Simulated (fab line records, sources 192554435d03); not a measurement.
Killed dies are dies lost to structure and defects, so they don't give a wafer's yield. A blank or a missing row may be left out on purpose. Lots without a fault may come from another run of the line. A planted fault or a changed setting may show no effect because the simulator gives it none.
Which tool did it? | flow n5_finfet | 23 lots, 69 wafers sampled, at 4 steps of a route of 1938

WHAT THE GAUGES READ, wafer by wafer
N5_BEOL_M8_CD_MEAS_11: target cd 38.5 nm. Usual: cd_nm 38.5 nm, standard deviation 0.44.
lot  | measured     | on        | cd_nm (nm)     | flag
L074 | day 10 07:22 | cd_sem-02 | 38.8 39.0 38.2 |
L075 | day 11 08:04 | cd_sem-01 | 38.5 38.1 38.1 |
L077 | day 11 16:25 | cd_sem-03 | 39.1 38.8 39.2 |
L076 | day 12 04:30 | cd_sem-01 | 38.0 38.3 38.8 |
L078 | day 12 13:38 | cd_sem-03 | 38.7 38.2 38.6 |
L079 | day 12 17:47 | cd_sem-01 | 38.9 38.9 38.4 |
L080 | day 13 04:02 | cd_sem-02 | 38.3 38.0 38.0 |
L081 | day 14 14:54 | cd_sem-03 | 37.9 38.2 37.9 |
L083 | day 15 13:26 | cd_sem-01 | 39.1 39.2 39.2 |
L084 | day 15 13:50 | cd_sem-01 | 38.1 37.9 38.1 |
L085 | day 15 21:47 | cd_sem-02 | 38.2 38.8 38.3 |
L086 | day 16 07:59 | cd_sem-01 | 38.9 38.6 38.7 |
L087 | day 16 20:10 | cd_sem-03 | 38.6 39.4 39.1 |
L090 | day 16 20:59 | cd_sem-02 | 38.5 39.1 39.1 |
L088 | day 17 06:30 | cd_sem-03 | 38.4 39.2 38.3 |
L095 | day 17 21:11 | cd_sem-01 | 38.5 37.9 38.6 |
L097 | day 17 21:44 | cd_sem-01 | 38.4 37.8 38.8 |
L091 | day 18 01:37 | cd_sem-01 | 38.6 38.0 38.9 |
L092 | day 18 14:00 | cd_sem-02 | 38.7 39.3 39.1 |
L094 | day 18 20:32 | cd_sem-01 | 38.5 38.6 38.5 |
L089 | day 18 20:49 | cd_sem-03 | 39.1 39.0 38.4 |
L093 | day 18 21:03 | cd_sem-03 | 37.8 37.9 37.9 |
L082 | day 19 05:10 | cd_sem-02 | 38.3 38.1 38.5 |

N5_BEOL_M9_CD_MEAS_11: target cd 64.1 nm. Usual: cd_nm 64.1 nm, standard deviation 0.47.
lot  | measured     | on        | cd_nm (nm)     | flag
L074 | day 10 13:16 | cd_sem-01 | 64.0 64.9 64.0 |
L075 | day 11 18:24 | cd_sem-01 | 64.7 64.0 63.7 |
L077 | day 12 03:57 | cd_sem-02 | 63.9 63.6 63.7 |
L076 | day 12 13:32 | cd_sem-01 | 63.7 63.8 63.9 |
L078 | day 12 22:05 | cd_sem-03 | 64.9 65.0 64.5 |
L079 | day 13 00:45 | cd_sem-03 | 63.9 63.1 63.5 |
L080 | day 13 12:02 | cd_sem-02 | 63.9 64.0 64.1 |
L081 | day 14 23:27 | cd_sem-02 | 64.4 64.0 63.5 |
L083 | day 15 21:33 | cd_sem-02 | 64.7 64.1 64.9 |
L084 | day 15 22:33 | cd_sem-03 | 64.4 64.8 64.1 |
L085 | day 16 08:05 | cd_sem-03 | 64.6 64.0 64.6 |
L086 | day 16 17:01 | cd_sem-01 | 64.5 63.2 63.8 |
L087 | day 17 03:50 | cd_sem-03 | 63.6 63.4 63.4 |
L090 | day 17 03:53 | cd_sem-02 | 64.0 64.6 64.2 |
L088 | day 17 15:33 | cd_sem-03 | 64.1 63.6 63.9 |
L095 | day 18 07:34 | cd_sem-01 | 64.3 64.2 64.6 |
L097 | day 18 07:44 | cd_sem-01 | 64.2 64.6 64.6 |
L091 | day 18 11:28 | cd_sem-02 | 63.4 64.0 63.4 |
L092 | day 18 20:40 | cd_sem-01 | 63.5 64.1 64.3 |
L094 | day 19 06:05 | cd_sem-03 | 63.7 63.3 63.1 |
L089 | day 19 05:55 | cd_sem-01 | 64.4 64.5 64.2 |
L093 | day 19 08:47 | cd_sem-03 | 64.5 64.3 64.0 |
L082 | day 19 13:44 | cd_sem-02 | 63.8 64.4 64.6 |

WHICH TOOL RAN EACH LOT (tool, then ch and the chambers of the sampled wafers, then the start)
lot  | N5_BEOL_M8_ETCH_61                 | N5_BEOL_M8_VIA_ETCH_34
L074 | rie_diel-05 ch 0,2,3, day 10 07:29 | rie_diel-02 ch 0,1,2, day 10 08:52
L075 | rie_diel-04 ch 1,2, day 11 08:11   | rie_diel-02 ch 1,3, day 11 11:43
L077 | rie_diel-05 ch 1,2,3, day 11 16:32 | rie_diel-02 ch 1,3, day 11 22:45
L076 | rie_diel-02 ch 0,2,3, day 12 04:37 | rie_diel-04 ch 0,1,2, day 12 07:24
L078 | rie_diel-04 ch 0,2,3, day 12 13:45 | rie_diel-04 ch 2,3, day 12 16:37
L079 | rie_diel-04 ch 0,1,3, day 12 17:55 | rie_diel-02 ch 1,2,3, day 12 19:20
L080 | rie_diel-04 ch 0,1,2, day 13 04:10 | rie_diel-02 ch 0,2, day 13 07:22
L081 | rie_diel-05 ch 1,2,3, day 14 15:02 | rie_diel-05 ch 0,1,2, day 14 18:30
L083 | rie_diel-04 ch 1,2,3, day 15 13:34 | rie_diel-04 ch 1,2,3, day 15 16:21
L084 | rie_diel-05 ch 0,3, day 15 13:58   | rie_diel-02 ch 0,1,3, day 15 16:38
L085 | rie_diel-04 ch 0,3, day 15 21:55   | rie_diel-04 ch 0,2,3, day 16 00:36
L086 | rie_diel-04 ch 0,3, day 16 08:17   | rie_diel-05 ch 1,2,3, day 16 12:08
L087 | rie_diel-04 ch 0,2,3, day 16 20:17 | rie_diel-02 ch 2,3, day 16 21:36
L090 | rie_diel-02 ch 2,3, day 16 21:10   | rie_diel-05 ch 1,3, day 16 23:05
L088 | rie_diel-02 ch 0,2,3, day 17 06:37 | rie_diel-05 ch 1,3, day 17 10:33
L095 | rie_diel-04 ch 1,2,3, day 17 21:19 | rie_diel-04 ch 1,2,3, day 18 00:26
L097 | rie_diel-02 ch 0,1,3, day 17 21:58 | rie_diel-05 ch 0,2, day 18 00:31
L091 | rie_diel-04 ch 1,2,3, day 18 01:57 | rie_diel-05 ch 0,1,2, day 18 06:45
L092 | rie_diel-04 ch 1,2, day 18 14:08   | rie_diel-05 ch 0,2, day 18 16:11
L094 | rie_diel-04 ch 0,1, day 18 20:39   | rie_diel-04 ch 0,3, day 19 00:45
L089 | rie_diel-02 ch 0,2,3, day 18 21:00 | rie_diel-02 ch 1,2,3, day 19 00:28
L093 | rie_diel-05 ch 1,2,3, day 18 21:10 | rie_diel-02 ch 0,1,2, day 19 00:52
L082 | rie_diel-04 ch 1,2,3, day 19 05:17 | rie_diel-02 ch 0,3, day 19 07:49
- N5_BEOL_M8_ETCH_61: etches SiARC in CF4, target depth 45.5 nm, time 75.8 s.
- N5_BEOL_M8_VIA_ETCH_34: etches SiCOH lowk in C4F6/O2, target depth 125.5 nm, time 50.5 s.

WHAT THE TOOLS THEMSELVES READ (means of the sampled wafers that have a number; where no wafer has one, the mark that the record gives instead)
N5_BEOL_M8_ETCH_61. Usual: drypump_motor_current_A 5.6 A, standard deviation 0.44; etch_rf_on_time_s 75.8 s, standard deviation 1.2; oes_product_au 0.71 a.u., standard deviation 0.077; rf_vpp_V 184.3 V, standard deviation 1.2; showerhead_plenum_p_Torr 2.17 Torr, standard deviation 0.075; throttle_valve_pct 15.59 %, standard deviation 0.2.
lot  | tool        | drypump_motor_current_A (A) | etch_rf_on_time_s (s) | oes_product_au (a.u.) | rf_vpp_V (V) | showerhead_plenum_p_Torr (Torr) | throttle_valve_pct (%) | flag
L074 | rie_diel-05 | 6.2                         | 76.1                  | 0.64                  | 184.7        | 2.19                            | 15.76                  |
L075 | rie_diel-04 | 5.3                         | 76.5                  | 0.63                  | 183.0        | 2.10                            | 15.79                  |
L077 | rie_diel-05 | 5.9                         | 76.8                  | 0.64                  | 185.4        | 2.22                            | 15.72                  |
L076 | rie_diel-02 | 5.6                         | 77.0                  | 0.63                  | 183.5        | 2.11                            | 15.73                  |
L078 | rie_diel-04 | 5.5                         | 74.9                  | 0.72                  | 184.5        | 2.19                            | 15.56                  |
L079 | rie_diel-04 | 5.6                         | 74.5                  | 0.77                  | 185.1        | 2.18                            | 15.53                  |
L080 | rie_diel-04 | 5.6                         | 75.5                  | 0.68                  | 184.5        | 2.15                            | 15.68                  |
L081 | rie_diel-05 | 5.9                         | 75.6                  | 0.71                  | 184.9        | 2.21                            | 15.60                  |
L083 | rie_diel-04 | 5.3                         | 76.0                  | 0.76                  | 184.0        | 2.12                            | 15.53                  |
L084 | rie_diel-05 | 6.4                         | 77.0                  | 0.67                  | 184.0        | 2.17                            | 15.66                  |
L085 | rie_diel-04 | 5.4                         | 75.1                  | 0.76                  | 184.5        | 2.20                            | 15.46                  |
L086 | rie_diel-04 | 5.4                         | 74.0                  | 0.76                  | 184.4        | 2.20                            | 15.46                  |
L087 | rie_diel-04 | 5.5                         | 75.8                  | 0.75                  | 183.8        | 2.18                            | 15.44                  |
L090 | rie_diel-02 | 5.6                         | 78.0                  | 0.61                  | 183.8        | 2.10                            | 15.87                  |
L088 | rie_diel-02 | 5.6                         | 76.8                  | 0.69                  | 184.4        | 2.18                            | 15.64                  |
L095 | rie_diel-04 | 5.3                         | 75.6                  | 0.74                  | 183.3        | 2.11                            | 15.56                  |
L097 | rie_diel-02 | 5.6                         | 76.3                  | 0.68                  | 183.8        | 2.17                            | 15.64                  |
L091 | rie_diel-04 | 5.3                         | 75.7                  | 0.73                  | 183.8        | 2.11                            | 15.55                  |
L092 | rie_diel-04 | 5.3                         | 75.6                  | 0.73                  | 183.5        | 2.09                            | 15.54                  |
L094 | rie_diel-04 | 5.7                         | 76.2                  | 0.69                  | 184.1        | 2.12                            | 15.73                  |
L089 | rie_diel-02 | 5.6                         | 75.5                  | 0.68                  | 184.1        | 2.17                            | 15.67                  |
L093 | rie_diel-05 | 5.9                         | 76.7                  | 0.76                  | 184.7        | 2.20                            | 15.48                  |
L082 | rie_diel-04 | 5.3                         | 75.9                  | 0.72                  | 183.2        | 2.11                            | 15.58                  |

N5_BEOL_M8_VIA_ETCH_34. Usual: drypump_motor_current_A 5.7 A, standard deviation 0.34; oes_product_au 0.80 a.u., standard deviation 0.087; rf_vpp_V 667 V, standard deviation 6.9; showerhead_plenum_p_Torr 2.88 Torr, standard deviation 0.1; throttle_valve_pct 20.93 %, standard deviation 0.16.
lot  | tool        | drypump_motor_current_A (A) | oes_product_au (a.u.) | rf_vpp_V (V) | showerhead_plenum_p_Torr (Torr) | throttle_valve_pct (%) | flag
L074 | rie_diel-02 | 5.7                         | 0.73                  | 668          | 2.88                            | 20.90                  |
L075 | rie_diel-02 | 5.6                         | 0.74                  | 664          | 2.80                            | 21.03                  |
L077 | rie_diel-02 | 5.7                         | 0.73                  | 664          | 2.87                            | 20.98                  |
L076 | rie_diel-04 | 5.6                         | 0.81                  | 664          | 2.86                            | 20.96                  |
L078 | rie_diel-04 | 5.1                         | 0.77                  | 662          | 2.83                            | 20.94                  |
L079 | rie_diel-02 | 5.7                         | 0.73                  | 667          | 2.87                            | 21.01                  |
L080 | rie_diel-02 | 5.6                         | 0.74                  | 674          | 2.88                            | 20.97                  |
L081 | rie_diel-05 | 5.8                         | 0.87                  | 667          | 2.94                            | 20.84                  |
L083 | rie_diel-04 | 5.3                         | 0.89                  | 663          | 2.81                            | 20.84                  |
L084 | rie_diel-02 | 5.7                         | 0.69                  | 665          | 2.78                            | 21.00                  |
L085 | rie_diel-04 | 5.5                         | 0.89                  | 666          | 2.90                            | 20.74                  |
L086 | rie_diel-05 | 5.9                         | 0.81                  | 662          | 2.95                            | 20.92                  |
L087 | rie_diel-02 | 5.6                         | 0.72                  | 666          | 2.79                            | 21.13                  |
L090 | rie_diel-05 | 5.8                         | 0.79                  | 663          | 2.98                            | 20.86                  |
L088 | rie_diel-05 | 6.2                         | 0.72                  | 664          | 2.94                            | 20.98                  |
L095 | rie_diel-04 | 5.3                         | 0.86                  | 663          | 2.80                            | 20.86                  |
L097 | rie_diel-05 | 6.0                         | 0.86                  | 665          | 2.89                            | 20.94                  |
L091 | rie_diel-05 | 5.8                         | 0.85                  | 668          | 2.93                            | 20.88                  |
L092 | rie_diel-05 | 6.1                         | 0.83                  | 672          | 2.88                            | 20.92                  |
L094 | rie_diel-04 | 5.4                         | 0.86                  | 668          | 2.92                            | 20.79                  |
L089 | rie_diel-02 | 5.7                         | 0.70                  | 666          | 2.85                            | 21.08                  |
L093 | rie_diel-02 | 5.7                         | 0.79                  | 671          | 2.96                            | 20.88                  |
L082 | rie_diel-02 | 5.6                         | 0.78                  | 667          | 2.81                            | 20.99                  |

THE ANSWER, worked out from the rows above alone
Rule: a lot is off if the mean of its wafers that have a number lies more than 3 standard deviations from the usual mean. A lot without any number at a reading at which 4 lots or more have one is off too. The other lots that the step has rows for count as sound. The gauges are gone through in route order, then the tools' own readings, and for those a lot's mean is taken as printed above. The first step at which some lot is off is used, and at that step the reading that is off furthest; a lot without a number counts as furthest.
No lot is off at any reading shown: from this, nothing can be told.

WHAT THE SIMULATOR HAD PUT IN
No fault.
